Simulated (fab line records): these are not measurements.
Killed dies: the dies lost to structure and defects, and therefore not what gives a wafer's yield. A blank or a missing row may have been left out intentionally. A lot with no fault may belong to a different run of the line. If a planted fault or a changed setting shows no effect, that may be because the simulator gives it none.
fab line records	flow n5Finfet
[record] lots = 7	wafers = 21
route steps=1938 shown BEOL_M3@980 BEOL_M4@1047 BEOL_M5@1118
startH: hours from the record's first day to the start of the lot's first wafer shown	waitH: hours from the lot's prior step to this one	" repeats the value in the row above	L1.1+2: one row covering several wafers at once	- no value present, or no start provided	* or withheld: withheld	< > ~ a bound
route shown NAME@n: NAME is a module with steps in the file, n the number in the route of the first one	usual: the fault-free wafers' mean and standard deviation	same: alike in all rows	chamber/n: place in a boat	sites: readings site by site	_std_site: the standard deviation of these	_edge_site: the outer-site mean with the inner-site mean subtracted	radiusMm: for every site, how far away it sits from the centre of the wafer	mask NAME#n: copy n	behind: the most recent tool/chamber to have shaped the wafer	hold: cause of the lot's hold/its duration in hours/its outcome	device: the transistor (n, p or np) that didn't switch	end of line: the same wafers' tests at the end of the route	a step with no rows: only its recipe	killed: count of dies lost to structure and defects at first sort (not the wafer's yield)	map: a wafer's dies, x killed, . not, _ none there
set.NAME: the setting the step ran with; set.NAME@STEP: the setting that earlier step ran with	model.NAME: the simulator's own value behind a step, which no gauge read
lots whose settings were changed on purpose; a table a step, a row a wafer
[[steps]]
[step N5_BEOL_M3_TRENCH_ETCH_37]
[recipe] chemistry = C4F6/O2	targetDepthA = 555.55	target = SiOC	timeS = 29.2	ionEnergyEv = 250	pressureMtorr = 30	sourceW = 355	biasW = 185	Ar_flow_sccm = 300	C4F6_flow_sccm = 10	O2_flow_sccm = 10
lot.wafer	tool	chamber	startH	waitH	set.timeS	model.etch.depthNm	model.BEOL_M3.featureDepthNm
L074.3	rieDiel-03	3	-	-	31.48	58.5	58.4
L074.4	"	1	"	"	29.2	55.74	55.8
L074.6	"	1	"	"	31.48	59.35	59.4
L077.1	rieDiel-03	2	-	-	29.2	56	56
L077.2	"	3	"	"	29.2	54.57	54.6
L077.5	"	2	"	"	29.2	55.9	55.8
L078.3	rieDiel-03	0	-	-	35.04	65.47	65.4
L078.5	"	1	"	"	29.2	55.87	55.8
L078.6	"	0	"	"	29.2	54.55	54.6
L081.1	rieDiel-03	2	-	-	29.2	54.71	54.8
L081.2	"	3	"	"	29.2	54.43	54.4
L081.4	"	3	"	"	29.2	54.66	54.6
L082.4	rieDiel-03	0	-	-	31.34	58.45	58.4
L082.5	"	0	"	"	31.34	57.96	58
L082.6	"	3	"	"	31.34	58.44	58.4
L084.2	rieDiel-05	0	-	-	29.2	55.49	55.4
L084.5	"	3	"	"	29.2	54.87	54.8
L084.6	"	0	"	"	29.2	55.62	55.6
L095.1	rieDiel-05	1	-	-	31.77	59.6	59.6
L095.2	"	2	"	"	29.2	56.3	56.2
L095.3	"	3	"	"	31.77	59.23	59.2
[step N5_BEOL_M3_ETCH_41]
[recipe] chemistry = CH3F/O2	target = SiCN	targetDepthA = 299	taperDeg = 2	timeS = 52.5	ionEnergyEv = 120	maskMaterial = TiN	pressureMtorr = 30	sourceW = 395	biasW = 75	Ar_flow_sccm = 150	CH3F_flow_sccm = 30	O2_flow_sccm = 20
[step N5_BEOL_M3_STRIP_97]
[recipe] chemistry = N2/H2	timeS = 10	powerW = 450	tempC = 40	pressureMtorr = 20	rfFrequencyHz = 6e+07	biasPowerW = 7	n2FlowSccm = 200	h2FlowSccm = 200
[step N5_BEOL_M3_OCD_MEAS_38]
[usual] trenchDepthNm = 55.2/0.74
lot.wafer	tool	chamber	startH	waitH	set.timeS@BEOL_M3_TRENCH_ETCH_37	trenchDepthNm
L074.3	ocd-02	-	144.72	-	31.48	58.7
L074.4	"	-	"	"	29.2	55.8
L074.6	"	-	"	"	31.48	59.8
L077.1	ocd-01	-	163.76	-	29.2	56.2
L077.2	"	-	"	"	29.2	54.9
L077.5	"	-	"	"	29.2	56.0
L078.3	ocd-01	-	172.65	-	35.04	65.5
L078.5	"	-	"	"	29.2	56.4
L078.6	"	-	"	"	29.2	54.7
L081.1	ocd-02	-	189.87	-	29.2	55.0
L081.2	"	-	"	"	29.2	54.6
L081.4	"	-	"	"	29.2	54.8
L082.4	ocd-02	-	195.26	-	31.34	58.6
L082.5	"	-	"	"	31.34	57.7
L082.6	"	-	"	"	31.34	58.2
L084.2	ocd-01	-	196.10	-	29.2	55.4
L084.5	"	-	"	"	29.2	55.4
L084.6	"	-	"	"	29.2	55.5
L095.1	ocd-01	-	267.04	-	31.77	59.7
L095.2	"	-	"	"	29.2	56.1
L095.3	"	-	"	"	31.77	59.1
[step N5_BEOL_M3_HM_STRIP_39]
[recipe] chemistry = peroxideTinStrip	material = TiN	targetDepthA = 250	tempC = 50	timeS = 158
lot.wafer	tool	chamber	startH	waitH	set.timeS@BEOL_M3_PECVD_72	model.SiO2_of_BEOL_M3_PECVD_72.thkNm
L074.3	wetBench-05	1	144.75	0.0	16.86	14.6
L074.4	"	4	"	"	18	16.2
L074.6	"	6	"	"	18	15.8
L077.1	wetBench-01	6	163.80	0.0	16.88	15
L077.2	"	4	"	"	16.88	14.8
L077.5	"	0	"	"	16.88	15.2
L078.3	wetBench-05	7	172.68	0.0	18	15.6
L078.5	"	6	"	"	15.31	13.4
L078.6	"	0	"	"	15.31	13.6
L081.1+4	wetBench-01	1,4	189.90	0.0	18	15.8
L081.2	"	3	"	"	18	15.6
L082.4	wetBench-01	6	195.29	0.0	19.09	17.2
L082.5+6	"	2,0	"	"	18	15.8
L084.2	wetBench-01	5	196.13	0.0	15.85	13.8
L084.5	"	6	"	"	15.85	14.2
L084.6	"	3	"	"	18	16
L095.1+3	wetBench-05	6,7	267.08	0.0	18	15.8
L095.2	"	2	"	"	18	16.4
[step N5_BEOL_M4_COAT_67]
[recipe] resist = SOC	tempC = 250	timeS = 60	spinRpm = 1500	resistThkNm = 60
lot.wafer	tool	chamber	startH	waitH	set.spinRpm	model.SOC_of_BEOL_M4_COAT_67.thkNm
L074.3+4	lithoTrack-01	0	151.21	0.0	1500	60
L074.6	"	0	"	"	1377	62.6
L077.1	lithoTrack-02	0	170.01	0.0	1574	58.4
L077.2	"	0	"	"	1574	58.6
L077.5	"	0	"	"	1500	59.8
L078.3+6	lithoTrack-05	0	179.95	0.0	1390	62.2
L078.5	"	0	"	"	1390	62.4
L081.1	lithoTrack-01	0	196.79	0.0	1500	59.8
L081.2+4	"	0	"	"	1500	60
L082.4	lithoTrack-02	0	201.33	0.0	1590	58
L082.5	"	0	"	"	1590	58.4
L082.6	"	0	"	"	1500	59.8
L084.2	lithoTrack-05	0	201.84	0.0	1580	58.6
L084.5	"	0	"	"	1500	60
L084.6	"	0	"	"	1580	58.4
L095.1+3	lithoTrack-05	0	273.25	0.0	1500	60.4
L095.2	"	0	"	"	1500	60.2
[step N5_BEOL_M4_COAT_68]
[recipe] resist = SiARC	tempC = 220	timeS = 60	spinRpm = 1500	resistThkNm = 12
lot.wafer	tool	chamber	startH	waitH	set.spinRpm	model.SiARC_of_BEOL_M4_COAT_68.thkNm
L074.3	lithoTrack-01	0	-	-	1553	11.8
L074.4+6	"	0	"	"	1500	12
L077.1+5	lithoTrack-02	0	-	-	1341	12.8
L077.2	"	0	"	"	1500	12
L078.3+5	lithoTrack-05	0	-	-	1567	11.8
L078.6	"	0	"	"	1500	12
L081.1+2+4	lithoTrack-01	0	-	-	1500	12
L082.4+5+6	lithoTrack-02	0	-	-	1500	12
L084.2+6	lithoTrack-05	0	-	-	1500	12
L084.5	"	0	"	"	1404	12.4
L095.1	lithoTrack-05	0	-	-	1500	12
L095.2+3	"	0	"	"	1418	12.4
[step N5_BEOL_M4_COAT_76]
[recipe] resist = underlayer	tempC = 205	timeS = 60	spinRpm = 1500	resistThkNm = 5
[step N5_BEOL_M4_COAT_22]
[recipe] resist = CAR-EUV	spinRpm = 1500	resistThkNm = 30
[step N5_BEOL_M4_DESCUM_33]
[recipe] chemistry = O2	timeS = 7	sourcePowerW = 50	biasPowerW = 20	pressureMtorr = 20	rfFrequencyHz = 2.712e+07	tempC = 40	resist = CAR-EUV	o2FlowSccm = 225
[step N5_BEOL_M4_ETCH_77]
[recipe] chemistry = N2/H2	target = underlayer	targetDepthA = 65	maskMaterial = CAR-EUV	timeS = 5.2	ionEnergyEv = 200	pressureMtorr = 30	sourceW = 840	biasW = 150	n2FlowSccm = 200	h2FlowSccm = 200	ends = cleared
[step N5_BEOL_M4_ETCH_69]
[recipe] chemistry = CF4	target = SiARC	targetDepthA = 156	maskMaterial = CAR-EUV	timeS = 26	ionEnergyEv = 80	pressureMtorr = 40	sourceW = 545	biasW = 36	Ar_flow_sccm = 100	cf4FlowSccm = 100	ends = cleared
lot.wafer	tool	chamber	startH	waitH	set.spinRpm@BEOL_M4_COAT_68	model.etch.depthNm	model.CAR-EUV_of_BEOL_M4_COAT_22.thkNm
L074.3	rieDiel-02	1	151.79	0.0	1553	11.83	11.2
L074.4	"	0	"	"	1500	12.02	11.2
L074.6	"	3	"	"	1500	12.04	11.2
L077.1+5	rieDiel-06	2	170.60	0.0	1341	12.77	10.4
L077.2	"	0	"	"	1500	12.09	10.8
L078.3	rieDiel-04	1	180.53	0.0	1567	11.73	11.4
L078.5	"	1	"	"	1567	11.71	11.4
L078.6	"	0	"	"	1500	11.93	11
L081.1	rieDiel-02	3	197.37	0.0	1500	12.04	11
L081.2	"	1	"	"	1500	12.07	11
L081.4	"	0	"	"	1500	12.04	11.2
L082.4	rieDiel-04	3	201.78	0.0	1500	11.97	11.4
L082.5	"	3	"	"	1500	11.96	11.2
L082.6	"	0	"	"	1500	11.95	11.4
L084.2	rieDiel-06	2	202.29	0.0	1500	12.07	11
L084.5	"	2	"	"	1404	12.42	10.6
L084.6	"	1	"	"	1500	12.01	11
L095.1	rieDiel-06	3	274.46	0.0	1500	11.97	11.2
L095.2	"	2	"	"	1418	12.33	11
L095.3	"	1	"	"	1418	12.35	11
[step N5_BEOL_M4_ALD_98]
[recipe] material = SiO2	targetThkA = 25	tempC = 100	aldPrecursorFamily = BDEAS	aldCoReactant = O2-plasma	pulseTimeS = 1	coReactantPulseTimeS = 1	purgeTimeS = 2	coReactantPurgeTimeS = 2	aldCycles = 17	pressureTorr = 2
[step N5_BEOL_M4_ETCHBACK_99]
[recipe] chemistry = CHF3	target = SiO2	targetDepthA = 50	timeS = 10.4	sourceW = 215	biasW = 47	Ar_flow_sccm = 200	CHF3_flow_sccm = 12	ionEnergyEv = 100	pressureMtorr = 30
[step N5_BEOL_M4_ETCH_70]
[recipe] chemistry = N2/H2	target = SOC	targetDepthA = 800	overetchA = 240	maskMaterial = SiARC	tempC = 40	timeS = 130	ionEnergyEv = 200	pressureMtorr = 30	sourceW = 840	biasW = 150	n2FlowSccm = 200	h2FlowSccm = 200
lot.wafer	tool	chamber	startH	waitH	set.spinRpm@BEOL_M4_COAT_67	model.etch.depthNm
L074.3	rieDiel-02	3	152.10	0.0	1500	59.94
L074.4	"	2	"	"	1500	59.96
L074.6	"	1	"	"	1377	62.56
L077.1	rieDiel-04	1	175.58	0.0	1574	58.49
L077.2	"	2	"	"	1574	58.56
L077.5	"	3	"	"	1500	59.83
L078.3	rieDiel-02	0	180.77	0.0	1390	62.14
L078.5	"	1	"	"	1390	62.3
L078.6	"	0	"	"	1390	62.26
L081.1	rieDiel-02	1	199.62	0.0	1500	59.83
L081.2	"	2	"	"	1500	60.07
L081.4	"	0	"	"	1500	59.95
L082.4	rieDiel-06	2	204.48	0.0	1590	58.08
L082.5	"	1	"	"	1590	58.38
L082.6	"	3	"	"	1500	59.81
L084.2	rieDiel-06	2	205.28	0.0	1580	58.52
L084.5	"	3	"	"	1500	59.99
L084.6	"	2	"	"	1580	58.45
L095.1	rieDiel-04	3	276.15	0.0	1500	60.33
L095.2	"	0	"	"	1500	60.25
L095.3	"	2	"	"	1500	60.35
[step N5_BEOL_M5_COAT_60]
[recipe] resist = SiARC	tempC = 220	timeS = 60	spinRpm = 1500	resistThkNm = 12
lot.wafer	tool	chamber	startH	waitH	set.spinRpm	model.SiARC_of_BEOL_M5_COAT_60.thkNm
L074.3	lithoTrack-02	0	-	-	1500	12
L074.4+6	"	0	"	"	1360	12.6
L077.1+2	lithoTrack-04	0	-	-	1500	12
L077.5	"	0	"	"	1375	12.6
L078.3+5	lithoTrack-02	0	-	-	1500	12
L078.6	"	0	"	"	1552	11.8
L081.1+2+4	lithoTrack-04	0	-	-	1500	12
L082.4+5+6	lithoTrack-02	0	-	-	1500	12
L084.2+5+6	lithoTrack-04	0	-	-	1500	12
L095.1+2	lithoTrack-02	0	-	-	1500	12
L095.3	"	0	"	"	1644	11.4
[step N5_BEOL_M5_COAT_71]
[recipe] resist = underlayer	tempC = 205	timeS = 60	spinRpm = 1500	resistThkNm = 5
lot.wafer	tool	chamber	startH	waitH	set.spinRpm
L074.3+6	lithoTrack-02	0	-	-	1500
L074.4	"	0	"	"	1405
L077.1	lithoTrack-04	0	-	-	1500
L077.2+5	"	0	"	"	1356
L078.3	lithoTrack-02	0	-	-	1500
L078.5+6	"	0	"	"	1600
L081.1+2+4	lithoTrack-04	0	-	-	1500
L082.4+6	lithoTrack-02	0	-	-	1402
L082.5	"	0	"	"	1500
L084.2+6	lithoTrack-04	0	-	-	1500
L084.5	"	0	"	"	1341
L095.1+3	lithoTrack-02	0	-	-	1500
L095.2	"	0	"	"	1663
[step N5_BEOL_M5_COAT_05]
[recipe] resist = CAR-EUV	spinRpm = 1500	resistThkNm = 30
[step N5_BEOL_M5_EBR_07]
[recipe] solvent = PGMEA	ebrWidthMm = 1.5
[step N5_BEOL_M5_DESCUM_16]
[recipe] chemistry = O2	timeS = 7	sourcePowerW = 50	biasPowerW = 20	pressureMtorr = 20	rfFrequencyHz = 2.712e+07	tempC = 40	resist = CAR-EUV	o2FlowSccm = 225
[step N5_BEOL_M5_ETCH_72]
[recipe] chemistry = N2/H2	target = underlayer	targetDepthA = 65	maskMaterial = CAR-EUV	timeS = 5.2	ionEnergyEv = 200	pressureMtorr = 30	sourceW = 840	biasW = 150	n2FlowSccm = 200	h2FlowSccm = 200	ends = cleared
[usual] etchRfOnTimeS = 5.22/0.11
lot.wafer	tool	chamber	startH	waitH	set.spinRpm@BEOL_M5_COAT_71	etchRfOnTimeS	model.etch.depthNm
L074.3	rieDiel-03	3	159.64	0.0	1500	5.25	4.999
L074.4	"	1	"	"	1405	5.47	5.185
L074.6	"	2	"	"	1500	5.32	5.01
L077.1	rieDiel-03	1	182.21	0.0	1500	5.22	4.991
L077.2	"	2	"	"	1356	5.51	5.264
L077.5	"	1	"	"	1356	5.53	5.264
L078.3	rieDiel-03	2	188.00	0.0	1500	5.21	5
L078.5	"	1	"	"	1600	5.02	4.836
L078.6	"	3	"	"	1600	5.06	4.854
L081.1	rieDiel-03	2	206.91	0.0	1500	5.21	4.991
L081.2	"	1	"	"	1500	5.23	5.001
L081.4	"	3	"	"	1500	5.19	4.996
L082.4	rieDiel-03	3	212.59	0.0	1402	5.46	5.172
L082.5	"	0	"	"	1500	5.35	5.009
L082.6	"	1	"	"	1402	5.37	5.167
L084.2	rieDiel-01	2	213.85	0.0	1500	5.28	4.993
L084.5	"	2	"	"	1341	5.62	5.314
L084.6	"	0	"	"	1500	5.13	5.001
L095.1	rieDiel-03	1	283.99	0.0	1500	5.24	4.988
L095.2	"	3	"	"	1663	4.90	4.744
L095.3	"	2	"	"	1500	5.20	4.989
[step N5_BEOL_M5_ETCH_61]
[recipe] chemistry = CF4	target = SiARC	targetDepthA = 156	maskMaterial = CAR-EUV	timeS = 26	ionEnergyEv = 80	pressureMtorr = 40	sourceW = 545	biasW = 36	Ar_flow_sccm = 100	cf4FlowSccm = 100	ends = cleared
lot.wafer	tool	chamber	startH	waitH	set.spinRpm@BEOL_M5_COAT_60	model.etch.depthNm
L074.3	rieDiel-03	3	159.65	0.0	1500	12.05
L074.4	"	1	"	"	1360	12.64
L074.6	"	2	"	"	1360	12.62
L077.1+2	rieDiel-03	1,2	182.23	0.0	1500	12.06
L077.5	"	1	"	"	1375	12.6
L078.3	rieDiel-03	2	188.02	0.0	1500	11.97
L078.5	"	1	"	"	1500	12.05
L078.6	"	3	"	"	1552	11.78
L081.1+4	rieDiel-03	2,3	206.93	0.0	1500	12.05
L081.2	"	1	"	"	1500	12.03
L082.4+5	rieDiel-03	3,0	212.61	0.0	1500	12.07
L082.6	"	1	"	"	1500	12.05
L084.2+6	rieDiel-01	2,0	213.86	0.0	1500	12
L084.5	"	2	"	"	1500	11.98
L095.1	rieDiel-03	1	284.01	0.0	1500	12.01
L095.2	"	3	"	"	1500	11.98
L095.3	"	2	"	"	1644	11.45
[step N5_BEOL_M5_TRENCH_ETCH_37]
[recipe] chemistry = C4F6/O2	targetDepthA = 716.52	target = SiCOH_lowk	timeS = 24.7	ionEnergyEv = 250	pressureMtorr = 30	sourceW = 345	biasW = 185	Ar_flow_sccm = 300	C4F6_flow_sccm = 10	O2_flow_sccm = 10
lot.wafer	tool	chamber	startH	waitH	set.timeS	model.BEOL_M5.featureDepthNm	model.etch.depthNm
L074.3	rieDiel-01	2	-	-	24.7	70.2	70.24
L074.4	"	1	"	"	24.7	73.2	73.24
L074.6	"	1	"	"	28.06	82.6	82.63
L077.1	rieDiel-05	3	-	-	26.87	77.6	77.54
L077.2	"	1	"	"	24.7	71.4	71.3
L077.5	"	2	"	"	26.87	79.4	79.42
L078.3	rieDiel-05	0	-	-	24.7	72.2	72.12
L078.5	"	2	"	"	22.89	67	66.96
L078.6	"	3	"	"	24.7	70.6	70.63
L081.1	rieDiel-05	1	-	-	24.7	70.6	70.65
L081.2	"	2	"	"	24.7	72.6	72.59
L081.4	"	0	"	"	24.7	72.8	72.88
L082.4	rieDiel-05	3	-	-	24.7	70.8	70.89
L082.5	"	1	"	"	21.16	59.8	59.88
L082.6	"	2	"	"	24.7	71.6	71.61
L084.2	rieDiel-05	0	-	-	24.7	72.8	72.7
L084.5	"	0	"	"	24.7	72	71.93
L084.6	"	1	"	"	24.7	70.6	70.69
L095.1	rieDiel-05	0	-	-	24.7	72	72.06
L095.2	"	3	"	"	20.42	57.8	57.8
L095.3	"	2	"	"	20.42	59.8	59.87
[[key]]
[split] step = N5_BEOL_M3_TRENCH_ETCH_37	setting = timeS	stated = 29.2	by = wafer
[response] step = N5_BEOL_M3_TRENCH_ETCH_37	reading = model.etch.depthNm	change = +0.478	per = 1%	r = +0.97
[response] step = N5_BEOL_M3_TRENCH_ETCH_37	reading = model.BEOL_M3.featureDepthNm	change = +0.476	per = 1%	r = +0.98
[response] step = N5_BEOL_M3_OCD_MEAS_38	reading = trenchDepthNm	change = +0.473	per = 1%	r = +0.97
[split] step = N5_BEOL_M4_COAT_67	setting = spinRpm	stated = 1500	by = wafer
[response] step = N5_BEOL_M4_COAT_67	reading = model.SOC_of_BEOL_M4_COAT_67.thkNm	change = -0.291	per = 1%	r = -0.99
[response] step = N5_BEOL_M4_ETCH_70	reading = model.etch.depthNm	change = -0.291	per = 1%	r = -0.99
[split] step = N5_BEOL_M4_COAT_68	setting = spinRpm	stated = 1500	by = wafer
[response] step = N5_BEOL_M4_COAT_68	reading = model.SiARC_of_BEOL_M4_COAT_68.thkNm	change = -0.0688	per = 1%	r = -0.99
[response] step = N5_BEOL_M4_ETCH_69	reading = model.etch.depthNm	change = -0.0619	per = 1%	r = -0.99
[response] step = N5_BEOL_M4_ETCH_69	reading = model.CAR-EUV_of_BEOL_M4_COAT_22.thkNm	change = +0.0449	per = 1%	r = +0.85
[split] step = N5_BEOL_M5_COAT_60	setting = spinRpm	stated = 1500	by = wafer
[response] step = N5_BEOL_M5_COAT_60	reading = model.SiARC_of_BEOL_M5_COAT_60.thkNm	change = -0.0654	per = 1%	r = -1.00
[response] step = N5_BEOL_M5_ETCH_61	reading = model.etch.depthNm	change = -0.0612	per = 1%	r = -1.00
[split] step = N5_BEOL_M5_COAT_71	setting = spinRpm	stated = 1500	by = wafer
[response] step = N5_BEOL_M5_ETCH_72	reading = etchRfOnTimeS	change = *	per = 1%	r = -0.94
[response] step = N5_BEOL_M5_ETCH_72	reading = model.etch.depthNm	change = -0.0264	per = 1%	r = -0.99
[split] step = N5_BEOL_M5_TRENCH_ETCH_37	setting = timeS	stated = 24.7	by = wafer
[response] step = N5_BEOL_M5_TRENCH_ETCH_37	reading = model.BEOL_M5.featureDepthNm	change = +0.773	per = 1%	r = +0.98
[response] step = N5_BEOL_M5_TRENCH_ETCH_37	reading = model.etch.depthNm	change = +0.774	per = 1%	r = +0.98
split outsideThisFile step=N5_BEOL_M3_PECVD_72 setting=timeS
// split outsideThisFile: this setting was split too, and the file shows its column; the key of that split is in another file
